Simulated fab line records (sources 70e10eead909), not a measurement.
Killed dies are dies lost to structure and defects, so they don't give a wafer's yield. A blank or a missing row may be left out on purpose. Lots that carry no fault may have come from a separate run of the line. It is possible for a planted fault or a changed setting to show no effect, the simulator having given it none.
Chamber matching | flow nand_harc | 4 sister chambers for NHARC_A_SGD_CUT_CMP_21 on cmp-01
The step polishes, target thk 148.19 nm. 4 wafers are shown with their chamber, then 8 later ones without.

== WAFERS, EACH WITH ITS CHAMBER ==
wafer  | chamber | motor_current_A (A)
L082.1 | 2       | 12.3
L085.3 | 3       | 13.0
L085.5 | 1       | 10.8
L087.1 | 0       | 11.7

== WAFERS WHOSE CHAMBER IS MISSING ==
wafer  | motor_current_A (A)
L087.3 | 12.3
L087.5 | 12.4
L086.1 | 12.7
L086.3 | 12.2
L086.4 | 13.1
L093.1 | 12.3
L093.3 | 12.4
L093.6 | 11.5

== WHICH CHAMBER EACH WENT THROUGH ==
wafer  | from the rows above     | in truth
L087.3 | 2                       | 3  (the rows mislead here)
L087.5 | 2                       | 2
L086.1 | can't be placed: 3 or 2 | 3
L086.3 | 2                       | 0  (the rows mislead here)
L086.4 | 3                       | 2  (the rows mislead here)
L093.1 | 2                       | 2
L093.3 | 2                       | 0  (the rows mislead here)
L093.6 | 0                       | 0
3 of 8 placed correctly. These rows do not allow placing 1 (true chamber among the candidates in 1). Number placed wrongly: 4.
How it was worked out, from the rows above alone: a wafer's distance from a chamber is the root of the sum, over the readings, of the square of ((its reading less the chamber's mean) divided by the reading's scatter). The wafer belongs to the nearest chamber; if the next one is less than 2 further off, it can't be placed. The mean given for a chamber averages the wafers shown for that chamber. The scatter (one wafer shown for each chamber): square how far every hidden wafer sits from the nearest shown wafer, average those squares and take the square root.
